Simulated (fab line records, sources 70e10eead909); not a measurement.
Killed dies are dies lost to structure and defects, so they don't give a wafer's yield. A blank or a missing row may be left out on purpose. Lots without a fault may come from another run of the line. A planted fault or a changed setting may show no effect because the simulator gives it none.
Which tool did it? | flow nand_harc | 22 lots, 66 wafers sampled, at 6 steps of a route of 1302

WHAT THE GAUGES READ, wafer by wafer
The record holds no reading of a measuring or inspecting step that can be judged against a usual standard deviation.

WHICH TOOL RAN EACH LOT (tool, then ch and the chambers of the sampled wafers, then the start)
lot  | NHARC_A_STAIRCASE_TRIM_224                    | NHARC_A_STAIRCASE_ETCH_234                    | NHARC_A_STAIRCASE_ETCH_236                    | NHARC_A_STAIRCASE_ETCH_253         | NHARC_A_STAIRCASE_DESCUM_270       | NHARC_A_STAIRCASE_ETCH_292
L075 | rie_diel-03 ch 1,3, day 17 05:37 or earlier   | rie_diel-03 ch 1,2,3, day 17 05:37 or earlier | rie_diel-03 ch 0,2,3, day 17 05:37 or earlier | rie_diel-03 ch 1,3, day 17 05:37   | rie_diel-07 ch 1,2,3, day 17 10:05 | rie_diel-03 ch 1,3, day 17 16:29
L076 | rie_diel-07 ch 2,3, day 17 08:59 or earlier   | rie_diel-07 ch 2,3, day 17 08:59 or earlier   | rie_diel-07 ch 0,2,3, day 17 08:59 or earlier | rie_diel-07 ch 0,2,3, day 17 08:59 | rie_diel-03 ch 0,2,3, day 17 13:47 | rie_diel-07 ch 0,2,3, day 17 22:58
L077 | rie_diel-03 ch 0,3, day 17 14:38 or earlier   | rie_diel-03 ch 0,3, day 17 14:38 or earlier   | rie_diel-03 ch 0,1,2, day 17 14:38 or earlier | rie_diel-07 ch 1,2, day 17 14:38   | rie_diel-03 ch 1,2,3, day 17 18:34 | rie_diel-07 ch 1,2, day 18 02:20
L079 | rie_diel-01 ch 2,3, day 17 23:50 or earlier   | rie_diel-07 ch 1,3, day 17 23:50 or earlier   | rie_diel-07 ch 0,2,3, day 17 23:50 or earlier | rie_diel-01 ch 0,2,3, day 17 23:50 | rie_diel-01 ch 0,2,3, day 18 03:46 | rie_diel-03 ch 0,1,2, day 18 10:07
L078 | rie_diel-03 ch 1,3, day 18 00:28 or earlier   | rie_diel-01 ch 0,2, day 18 00:28 or earlier   | rie_diel-01 ch 0,1,2, day 18 00:28 or earlier | rie_diel-03 ch 2,3, day 18 00:28   | rie_diel-07 ch 0,3, day 18 05:37   | rie_diel-03 ch 0,1,2, day 18 12:01
L080 | rie_diel-01 ch 0,1,2, day 18 05:48 or earlier | rie_diel-03 ch 1,2,3, day 18 05:48 or earlier | rie_diel-03 ch 0,1,3, day 18 05:48 or earlier | rie_diel-01 ch 0,2,3, day 18 05:48 | rie_diel-01 ch 0,2,3, day 18 09:50 | rie_diel-03 ch 0,1,3, day 18 18:08
L082 | rie_diel-01 ch 0,2,3, day 19 02:59 or earlier | rie_diel-03 ch 2,3, day 19 02:59 or earlier   | rie_diel-03 ch 0,2,3, day 19 02:59 or earlier | rie_diel-01 ch 0,2,3, day 19 02:59 | rie_diel-01 ch 0,1,2, day 19 09:48 | rie_diel-03 ch 1,3, day 19 17:26
L081 | rie_diel-01 ch 0,3, day 19 03:48 or earlier   | rie_diel-03 ch 1,2, day 19 03:48 or earlier   | rie_diel-03 ch 1,2, day 19 03:48 or earlier   | rie_diel-01 ch 1,2,3, day 19 03:48 | rie_diel-07 ch 0,1,3, day 19 11:35 | rie_diel-01 ch 0,1,2, day 19 20:29
L083 | rie_diel-07 ch 2,3, day 20 19:24 or earlier   | rie_diel-01 ch 0,2, day 20 19:24 or earlier   | rie_diel-01 ch 0,1,3, day 20 19:24 or earlier | rie_diel-01 ch 2,3, day 20 19:24   | rie_diel-03 ch 0,1, day 20 23:10   | rie_diel-01 ch 0,2, day 21 08:10
L085 | rie_diel-03 ch 0,1,3, day 20 15:43 or earlier | rie_diel-01 ch 0,1, day 20 15:43 or earlier   | rie_diel-01 ch 0,2,3, day 20 15:43 or earlier | rie_diel-01 ch 1,2, day 20 15:43   | rie_diel-03 ch 0,2,3, day 20 19:23 | rie_diel-03 ch 0,1,3, day 21 01:17
L086 | rie_diel-01 ch 0,1,3, day 21 05:12 or earlier | rie_diel-01 ch 0,2,3, day 21 05:12 or earlier | rie_diel-01 ch 0,1,2, day 21 05:12 or earlier | rie_diel-07 ch 0,2,3, day 21 05:12 | rie_diel-07 ch 0,1,2, day 21 15:20 | rie_diel-07 ch 1,2,3, day 21 21:10
L087 | rie_diel-03 ch 0,3, day 21 14:02 or earlier   | rie_diel-03 ch 0,1,2, day 21 14:02 or earlier | rie_diel-03 ch 0,1,3, day 21 14:02 or earlier | rie_diel-07 ch 1,2,3, day 21 14:02 | rie_diel-01 ch 0,1,3, day 21 20:17 | rie_diel-01 ch 0,1, day 22 04:52
L088 | rie_diel-07 ch 2,3, day 22 06:46 or earlier   | rie_diel-07 ch 0,1,2, day 22 06:46 or earlier | rie_diel-07 ch 0,2,3, day 22 06:46 or earlier | rie_diel-01 ch 0,1,3, day 22 06:46 | rie_diel-01 ch 0,1,2, day 22 13:56 | rie_diel-01 ch 0,1,2, day 22 23:32
L089 | rie_diel-07 ch 1,2, day 22 07:13 or earlier   | rie_diel-03 ch 1,2, day 22 07:13 or earlier   | rie_diel-03 ch 0,1, day 22 07:13 or earlier   | rie_diel-01 ch 0,3, day 22 07:13   | rie_diel-03 ch 1,2,3, day 22 15:34 | rie_diel-03 ch 1,3, day 23 02:16
L091 | rie_diel-03 ch 0,1,2, day 22 16:49 or earlier | rie_diel-03 ch 0,2,3, day 22 16:49 or earlier | rie_diel-03 ch 0,1,3, day 22 16:49 or earlier | rie_diel-07 ch 0,1,3, day 22 16:49 | rie_diel-03 ch 0,2,3, day 23 00:27 | rie_diel-03 ch 0,2,3, day 23 08:40
L090 | rie_diel-07 ch 0,2, day 22 17:11 or earlier   | rie_diel-07 ch 1,2,3, day 22 17:11 or earlier | rie_diel-07 ch 1,2,3, day 22 17:11 or earlier | rie_diel-07 ch 0,1,3, day 22 17:11 | rie_diel-01 ch 0,3, day 23 01:17   | rie_diel-03 ch 1,2, day 23 13:04
L092 | rie_diel-03 ch 0,1,2, day 23 19:18 or earlier | rie_diel-03 ch 0,1,3, day 23 19:18 or earlier | rie_diel-03 ch 0,1,3, day 23 19:18 or earlier | rie_diel-01 ch 1,2,3, day 23 19:18 | rie_diel-03 ch 2,3, day 23 23:19   | rie_diel-07 ch 2,3, day 24 07:11
L094 | rie_diel-01 ch 1,2,3, day 24 01:26 or earlier | rie_diel-01 ch 1,2,3, day 24 01:26 or earlier | rie_diel-01 ch 0,2,3, day 24 01:26 or earlier | rie_diel-01 ch 0,2,3, day 24 01:26 | rie_diel-03 ch 1,2,3, day 24 05:12 | rie_diel-03 ch 0,2,3, day 24 14:13
L093 | rie_diel-07 ch 1,2, day 24 02:14 or earlier   | rie_diel-07 ch 0,1,3, day 24 02:14 or earlier | rie_diel-07 ch 0,2,3, day 24 02:14 or earlier | rie_diel-01 ch 1,2,3, day 24 02:14 | rie_diel-01 ch 1,2, day 24 10:13   | rie_diel-03 ch 0,3, day 24 17:38
L095 | rie_diel-07 ch 1,3, day 24 22:33 or earlier   | rie_diel-01 ch 2,3, day 24 22:33 or earlier   | rie_diel-01 ch 2,3, day 24 22:33 or earlier   | rie_diel-01 ch 2,3, day 24 22:33   | rie_diel-07 ch 1,3, day 25 02:11   | rie_diel-07 ch 1,2, day 25 09:42
L096 | rie_diel-07 ch 1,2, day 25 11:11 or earlier   | rie_diel-07 ch 1,2,3, day 25 11:11 or earlier | rie_diel-07 ch 1,2,3, day 25 11:11 or earlier | rie_diel-07 ch 2,3, day 25 11:11   | rie_diel-01 ch 0,1,2, day 25 14:58 | rie_diel-07 ch 0,3, day 25 21:51
L097 | rie_diel-07 ch 1,2,3, day 25 11:55 or earlier | rie_diel-07 ch 2,3, day 25 11:55 or earlier   | rie_diel-07 ch 2,3, day 25 11:55 or earlier   | rie_diel-03 ch 0,2, day 25 11:55   | rie_diel-01 ch 0,1,3, day 25 15:34 | rie_diel-03 ch 0,1, day 26 00:34
- NHARC_A_STAIRCASE_TRIM_224: chemistry O2, time 211.2 s.
- NHARC_A_STAIRCASE_ETCH_234: etches the open film in C4F8/O2, target depth 100 nm, time 40.5 s.
- NHARC_A_STAIRCASE_ETCH_236: etches the open film in C4F8/O2, target depth 100 nm, time 40.5 s.
- NHARC_A_STAIRCASE_ETCH_253: etches the open film in C4F8/O2, target depth 50 nm, time 20.2 s.
- NHARC_A_STAIRCASE_DESCUM_270: chemistry O2, time 3 s.
- NHARC_A_STAIRCASE_ETCH_292: etches the open film in CF4/CHF3.

WHAT THE TOOLS THEMSELVES READ (means of the sampled wafers that have a number; where no wafer has one, the mark that the record gives instead)
NHARC_A_STAIRCASE_TRIM_224. Usual: drypump_motor_current_A 5.9 A, standard deviation 0.36; o2_flow_sccm 500.1 sccm, standard deviation 1.3; oes_product_au 0.999 a.u., standard deviation 0.0097; rf_vpp_V 57.8 V, standard deviation 0.83; showerhead_plenum_p_Torr 3.51 Torr, standard deviation 0.11; throttle_valve_pct 17.035 %, standard deviation 0.0085.
lot  | tool        | drypump_motor_current_A (A) | o2_flow_sccm (sccm) | oes_product_au (a.u.) | rf_vpp_V (V) | showerhead_plenum_p_Torr (Torr) | throttle_valve_pct (%) | flag
L075 | rie_diel-03 | 6.2                         | 500.0               | 0.997                 | 56.9         | 3.60                            | 17.034                 |
L076 | rie_diel-07 | 5.7                         | 499.4               | 1.011                 | 57.7         | 3.45                            | 17.032                 |
L077 | rie_diel-03 | 6.2                         | 500.5               | 1.002                 | 58.7         | 3.61                            | 17.027                 |
L079 | rie_diel-01 | 6.3                         | 500.7               | 0.990                 | 58.4         | 3.50                            | 17.028                 |
L078 | rie_diel-03 | 6.2                         | 498.5               | 0.997                 | 58.1         | 3.60                            | 17.020                 |
L080 | rie_diel-01 | 6.1                         | 500.7               | 0.997                 | 57.2         | 3.46                            | 17.031                 |
L082 | rie_diel-01 | 6.1                         | 500.1               | 0.992                 | 57.5         | 3.49                            | 17.043                 |
L081 | rie_diel-01 | 6.2                         | 501.1               | 1.000                 | 58.3         | 3.53                            | 17.043                 |
L083 | rie_diel-07 | 5.8                         | 500.9               | 1.006                 | 57.9         | 3.43                            | 17.033                 |
L085 | rie_diel-03 | 6.2                         | 499.7               | 0.996                 | 58.6         | 3.53                            | 17.032                 |
L086 | rie_diel-01 | 6.2                         | 500.5               | 0.998                 | 58.5         | 3.49                            | 17.032                 |
L087 | rie_diel-03 | 6.2                         | 499.1               | 0.996                 | 57.0         | 3.60                            | 17.030                 |
L088 | rie_diel-07 | 5.8                         | 501.0               | 1.007                 | 58.3         | 3.42                            | 17.039                 |
L089 | rie_diel-07 | 5.9                         | 500.1               | 1.001                 | 57.6         | 3.43                            | 17.040                 |
L091 | rie_diel-03 | 6.1                         | 499.6               | 1.001                 | 57.8         | 3.54                            | 17.034                 |
L090 | rie_diel-07 | 5.3                         | 500.8               | 1.001                 | 56.8         | 3.42                            | 17.040                 |
L092 | rie_diel-03 | 6.1                         | 500.2               | 0.996                 | 58.1         | 3.54                            | 17.036                 |
L094 | rie_diel-01 | 6.3                         | 500.0               | 1.003                 | 58.1         | 3.44                            | 17.039                 |
L093 | rie_diel-07 | 5.8                         | 498.8               | 1.003                 | 56.7         | 3.36                            | 17.042                 |
L095 | rie_diel-07 | 6.0                         | 499.4               | 0.988                 | 58.5         | 3.52                            | 17.038                 |
L096 | rie_diel-07 | 5.9                         | 499.5               | 0.999                 | 57.9         | 3.41                            | 17.041                 |
L097 | rie_diel-07 | 5.8                         | 499.2               | 0.994                 | 58.3         | 3.46                            | 17.029                 |

NHARC_A_STAIRCASE_ETCH_234. Usual: oes_product_au 0.941 a.u., standard deviation 0.012; rf_vpp_V 895 V, standard deviation 4.
lot  | tool        | oes_product_au (a.u.) | rf_vpp_V (V) | flag
L075 | rie_diel-03 | 0.946                 | 899          |
L076 | rie_diel-07 | 0.955                 | 893          |
L077 | rie_diel-03 | 0.946                 | 898          |
L079 | rie_diel-07 | 0.942                 | 897          |
L078 | rie_diel-01 | 0.947                 | 893          |
L080 | rie_diel-03 | 0.942                 | 899          |
L082 | rie_diel-03 | 0.933                 | 902          |
L081 | rie_diel-03 | 0.941                 | 899          |
L083 | rie_diel-01 | 0.934                 | 893          |
L085 | rie_diel-01 | 0.930                 | 894          |
L086 | rie_diel-01 | 0.949                 | 894          |
L087 | rie_diel-03 | 0.940                 | 897          |
L088 | rie_diel-07 | 0.941                 | 892          |
L089 | rie_diel-03 | 0.940                 | 899          |
L091 | rie_diel-03 | 0.949                 | 898          |
L090 | rie_diel-07 | 0.945                 | 895          |
L092 | rie_diel-03 | 0.948                 | 896          |
L094 | rie_diel-01 | 0.938                 | 892          |
L093 | rie_diel-07 | 0.942                 | 896          |
L095 | rie_diel-01 | 0.956                 | 894          |
L096 | rie_diel-07 | 0.928                 | 892          |
L097 | rie_diel-07 | 0.942                 | 896          |

NHARC_A_STAIRCASE_ETCH_236. Usual: oes_product_au 0.942 a.u., standard deviation 0.012; rf_vpp_V 895 V, standard deviation 4.3.
lot  | tool        | oes_product_au (a.u.) | rf_vpp_V (V) | flag
L075 | rie_diel-03 | 0.944                 | 899          |
L076 | rie_diel-07 | 0.946                 | 895          |
L077 | rie_diel-03 | 0.940                 | 897          |
L079 | rie_diel-07 | 0.950                 | 894          |
L078 | rie_diel-01 | 0.946                 | 893          |
L080 | rie_diel-03 | 0.944                 | 896          |
L082 | rie_diel-03 | 0.938                 | 899          |
L081 | rie_diel-03 | 0.935                 | 900          |
L083 | rie_diel-01 | 0.931                 | 895          |
L085 | rie_diel-01 | 0.949                 | 894          |
L086 | rie_diel-01 | 0.951                 | 893          |
L087 | rie_diel-03 | 0.931                 | 897          |
L088 | rie_diel-07 | 0.947                 | 895          |
L089 | rie_diel-03 | 0.943                 | 894          |
L091 | rie_diel-03 | 0.939                 | 896          |
L090 | rie_diel-07 | 0.944                 | 894          |
L092 | rie_diel-03 | 0.942                 | 896          |
L094 | rie_diel-01 | 0.942                 | 893          |
L093 | rie_diel-07 | 0.945                 | 894          |
L095 | rie_diel-01 | 0.937                 | 893          |
L096 | rie_diel-07 | 0.932                 | 894          |
L097 | rie_diel-07 | 0.934                 | 895          |

NHARC_A_STAIRCASE_ETCH_253. Usual: oes_product_au 0.962 a.u., standard deviation 0.014; rf_vpp_V 894 V, standard deviation 3.7.
lot  | tool        | oes_product_au (a.u.) | rf_vpp_V (V) | flag
L075 | rie_diel-03 | 0.969                 | 896          |
L076 | rie_diel-07 | 0.958                 | 895          |
L077 | rie_diel-07 | 0.963                 | 890          |
L079 | rie_diel-01 | 0.963                 | 895          |
L078 | rie_diel-03 | 0.958                 | 902          |
L080 | rie_diel-01 | 0.960                 | 895          |
L082 | rie_diel-01 | 0.968                 | 895          |
L081 | rie_diel-01 | 0.969                 | 894          |
L083 | rie_diel-01 | 0.970                 | 895          |
L085 | rie_diel-01 | 0.962                 | 892          |
L086 | rie_diel-07 | 0.976                 | 894          |
L087 | rie_diel-07 | 0.971                 | 895          |
L088 | rie_diel-01 | 0.955                 | 895          |
L089 | rie_diel-01 | 0.942                 | 895          |
L091 | rie_diel-07 | 0.942                 | 895          |
L090 | rie_diel-07 | 0.972                 | 896          |
L092 | rie_diel-01 | 0.926                 | 893          |
L094 | rie_diel-01 | 0.958                 | 893          |
L093 | rie_diel-01 | 0.963                 | 892          |
L095 | rie_diel-01 | 0.972                 | 893          |
L096 | rie_diel-07 | 0.965                 | 892          |
L097 | rie_diel-03 | 0.966                 | 896          |

NHARC_A_STAIRCASE_DESCUM_270. Usual: drypump_motor_current_A 6.1 A, standard deviation 0.33; o2_flow_sccm 199.9 sccm, standard deviation 0.65; oes_product_au 0.999 a.u., standard deviation 0.01; rf_vpp_V 57.7 V, standard deviation 0.92; showerhead_plenum_p_Torr 1.90 Torr, standard deviation 0.062; throttle_valve_pct 11.312 %, standard deviation 0.0096.
lot  | tool        | drypump_motor_current_A (A) | o2_flow_sccm (sccm) | oes_product_au (a.u.) | rf_vpp_V (V) | showerhead_plenum_p_Torr (Torr) | throttle_valve_pct (%) | flag
L075 | rie_diel-07 | 5.8                         | 200.2               | 1.001                 | 58.5         | 1.90                            | 11.303                 |
L076 | rie_diel-03 | 6.1                         | 199.8               | 1.011                 | 58.2         | 1.97                            | 11.312                 |
L077 | rie_diel-03 | 6.1                         | 199.8               | 0.994                 | 58.1         | 1.97                            | 11.309                 |
L079 | rie_diel-01 | 6.1                         | 199.3               | 0.996                 | 57.6         | 1.89                            | 11.314                 |
L078 | rie_diel-07 | 5.6                         | 200.3               | 1.011                 | 57.7         | 1.95                            | 11.299                 |
L080 | rie_diel-01 | 6.0                         | 199.8               | 0.997                 | 57.6         | 1.89                            | 11.307                 |
L082 | rie_diel-01 | 6.1                         | 199.9               | 1.000                 | 57.3         | 1.87                            | 11.319                 |
L081 | rie_diel-07 | 5.7                         | 199.7               | 1.004                 | 57.4         | 1.92                            | 11.312                 |
L083 | rie_diel-03 | 6.2                         | 199.6               | 0.998                 | 57.4         | 1.88                            | 11.310                 |
L085 | rie_diel-03 | 6.1                         | 199.4               | 0.998                 | 57.5         | 1.97                            | 11.316                 |
L086 | rie_diel-07 | 5.6                         | 199.8               | 0.997                 | 57.3         | 1.85                            | 11.315                 |
L087 | rie_diel-01 | 6.2                         | 199.7               | 0.990                 | 57.8         | 1.89                            | 11.319                 |
L088 | rie_diel-01 | 6.0                         | 200.7               | 0.998                 | 57.5         | 1.86                            | 11.321                 |
L089 | rie_diel-03 | 6.2                         | 199.6               | 1.001                 | 57.8         | 1.96                            | 11.315                 |
L091 | rie_diel-03 | 6.1                         | 199.6               | 0.998                 | 58.3         | 1.96                            | 11.309                 |
L090 | rie_diel-01 | 5.9                         | 200.6               | 0.997                 | 58.4         | 1.90                            | 11.315                 |
L092 | rie_diel-03 | 6.1                         | 199.3               | 0.990                 | 57.4         | 2.01                            | 11.310                 |
L094 | rie_diel-03 | 6.2                         | 200.1               | 0.992                 | 58.2         | 1.95                            | 11.308                 |
L093 | rie_diel-01 | 6.3                         | 200.0               | 1.002                 | 57.5         | 1.84                            | 11.309                 |
L095 | rie_diel-07 | 5.9                         | 200.2               | 0.997                 | 56.9         | 1.94                            | 11.304                 |
L096 | rie_diel-01 | 6.1                         | 199.1               | 1.000                 | 59.0         | 1.85                            | 11.308                 |
L097 | rie_diel-01 | 6.2                         | 199.8               | 1.000                 | 57.1         | 1.88                            | 11.311                 |

NHARC_A_STAIRCASE_ETCH_292. Usual: chf3_flow_sccm 30.01 sccm, standard deviation 0.084; drypump_motor_current_A 6.0 A, standard deviation 0.3; oes_product_au 0.927 a.u., standard deviation 0.014; rf_vpp_V 370.6 V, standard deviation 1.9; showerhead_plenum_p_Torr 1.57 Torr, standard deviation 0.054; throttle_valve_pct 16.802 %, standard deviation 0.0095.
lot  | tool        | chf3_flow_sccm (sccm) | drypump_motor_current_A (A) | oes_product_au (a.u.) | rf_vpp_V (V) | showerhead_plenum_p_Torr (Torr) | throttle_valve_pct (%) | flag
L075 | rie_diel-03 | 29.98                 | 6.2                         | 0.924                 | 371.4        | 1.61                            | 16.801                 |
L076 | rie_diel-07 | 30.01                 | 5.5                         | 0.928                 | 370.8        | 1.56                            | 16.797                 |
L077 | rie_diel-07 | 29.99                 | 5.8                         | 0.923                 | 369.1        | 1.51                            | 16.806                 |
L079 | rie_diel-03 | 30.06                 | 6.1                         | 0.928                 | 372.1        | 1.58                            | 16.809                 |
L078 | rie_diel-03 | 29.97                 | 6.1                         | 0.923                 | 371.0        | 1.58                            | 16.803                 |
L080 | rie_diel-03 | 30.03                 | 6.2                         | 0.925                 | 371.1        | 1.58                            | 16.810                 |
L082 | rie_diel-03 | 30.01                 | 6.2                         | 0.927                 | 371.6        | 1.60                            | 16.808                 |
L081 | rie_diel-01 | 29.99                 | 6.1                         | 0.929                 | 369.4        | 1.54                            | 16.790                 |
L083 | rie_diel-01 | 29.90                 | 5.8                         | 0.965                 | 369.2        | 1.55                            | 16.797                 |
L085 | rie_diel-03 | 29.93                 | 6.2                         | 0.911                 | 370.8        | 1.57                            | 16.798                 |
L086 | rie_diel-07 | 29.98                 | 5.8                         | 0.926                 | 369.1        | 1.55                            | 16.798                 |
L087 | rie_diel-01 | 29.98                 | 6.2                         | 0.913                 | 370.0        | 1.54                            | 16.802                 |
L088 | rie_diel-01 | 30.02                 | 6.1                         | 0.925                 | 368.8        | 1.53                            | 16.811                 |
L089 | rie_diel-03 | 30.05                 | 6.3                         | 0.916                 | 369.8        | 1.57                            | 16.797                 |
L091 | rie_diel-03 | 30.03                 | 6.1                         | 0.931                 | 371.9        | 1.61                            | 16.801                 |
L090 | rie_diel-03 | 30.00                 | 6.1                         | 0.918                 | 371.8        | 1.61                            | 16.809                 |
L092 | rie_diel-07 | 29.99                 | 5.7                         | 0.932                 | 369.1        | 1.52                            | 16.806                 |
L094 | rie_diel-03 | 29.91                 | 6.1                         | 0.927                 | 371.2        | 1.61                            | 16.804                 |
L093 | rie_diel-03 | 30.01                 | 6.2                         | 0.920                 | 371.7        | 1.60                            | 16.798                 |
L095 | rie_diel-07 | 30.11                 | 6.0                         | 0.910                 | 368.9        | 1.52                            | 16.810                 |
L096 | rie_diel-07 | 30.05                 | 5.6                         | 0.954                 | 371.6        | 1.59                            | 16.797                 |
L097 | rie_diel-03 | 30.01                 | 6.2                         | 0.921                 | 368.6        | 1.53                            | 16.798                 |

THE ANSWER, worked out from the rows above alone
Rule: a lot is off if the mean of its wafers that have a number lies more than 3 standard deviations from the usual mean. A lot without any number at a reading at which 4 lots or more have one is off too. The other lots that the step has rows for count as sound. The gauges are gone through in route order, then the tools' own readings, and for those a lot's mean is taken as printed above. The first step at which some lot is off is used, and at that step the reading that is off furthest; a lot without a number counts as furthest.
No lot is off at any reading shown: from this, nothing can be told.

WHAT THE SIMULATOR HAD PUT IN
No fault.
